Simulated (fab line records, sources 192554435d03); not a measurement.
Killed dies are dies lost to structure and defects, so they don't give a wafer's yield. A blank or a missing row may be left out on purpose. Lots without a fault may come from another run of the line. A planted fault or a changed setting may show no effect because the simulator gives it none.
Problem report in the 8D (eight disciplines) form, filled by code | flow n5_finfet | the parts of the form that need people (team, actions taken, sign-off) are left out

1. THE PROBLEM
MIM_TOP_OVL at N5_MIM_TOP_LITHO_OVL_MEAS_11 reads a mean of 628 nm on 5 wafers of 2 lots; wafers without a fault read 3 nm with a standard deviation of 5.7. That is +99 or more standard deviations from the usual mean.
First seen on wafer L858.4, day 15 05:11, on overlay-01. The record holds 29 wafers of 11 lots with a number at this step. Rule for "out", or "out of limits": more than 4 standard deviations from the usual mean. The other wafers with a number count as sound.

2. WHAT IT IS AND WHAT IT IS NOT
question                    | is                     | is not
which readings at this step | MIM_TOP_OVL            | -
which lots                  | L858, L860             | L845, L847, L848, L849, L851, L854, L856, L861, L862
which wafers of those lots  | all that have a number | -
read on which gauges        | overlay-01             | overlay-02
when                        | from day 15 05:11      | up to then (19 sound wafers); but 5 sound wafers of L861, L862 came after

3. SUSPECTS, AND WHAT RULES EACH OUT
Counting: a tool at a process step up to the reading stays a suspect if it ran every lot that is out and no sound lot after the first of them.
- the gauge at N5_MIM_TOP_LITHO_OVL_MEAS_11: kept. All the wafers that are out were read on overlay-01, and no step on other tools shows them out.
- pvd_sputter-01 at N5_BEOL_M15_SPUTTER_44 (material Ta, target thk 15 nm, time 24.19 s): kept. It ran every lot that is out, first L858 (day 15 00:12), and no sound lot after that; its last sound lot up to then is L856 (day 14 16:13).
- krf_scanner-02 at N5_MIM_TOP_LITHO_EXPOSE_05 (exposes mask MIM TOP, target cd 2000 nm): kept. It ran every lot that is out, first L858 (day 15 05:00), and no sound lot after that; its last sound lot up to then is L856 (day 14 20:19).
Left after counting: pvd_sputter-01 at N5_BEOL_M15_SPUTTER_44, krf_scanner-02 at N5_MIM_TOP_LITHO_EXPOSE_05, overlay-01 at N5_MIM_TOP_LITHO_OVL_MEAS_11.

4. THE CAUSE (what the simulator had put in)
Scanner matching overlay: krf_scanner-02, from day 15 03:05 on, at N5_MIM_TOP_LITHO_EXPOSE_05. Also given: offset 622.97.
Counting left 3 suspects, and this tool is among them.

5. THE CHAIN OF EFFECTS, in route order
Each row: a reading whose mean over the struck wafers that have a number lies more than 3 standard deviations from the usual. Only readings for which the record gives a usual standard deviation are gone through. hours: the time from each lot's start at the first step in this table that gives one to its start at this step, as a median over the lots. sigmas: the change in usual standard deviations.
hours | step                         | reading     | usual | on struck wafers | change | sigmas
0     | N5_MIM_TOP_LITHO_OVL_MEAS_11 | MIM_TOP_OVL | 3 nm  | 628              | +625   | +99 or more

6. WHAT WOULD HAVE CAUGHT IT SOONER
In this record the first reading out of limits at a measuring or inspecting step was taken at day 15 05:11, 2 hours after the fault began at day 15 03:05.
Of the tool readings at N5_MIM_TOP_LITHO_EXPOSE_05 for which the record gives a usual standard deviation, none was out on any struck wafer, so an alarm limit of 4 standard deviations on them would not have fired.
Of the lots that are out (2), L860 began N5_MIM_TOP_LITHO_EXPOSE_05 on krf_scanner-02 after day 15 05:11. A hold on the tool at that time would have spared it.
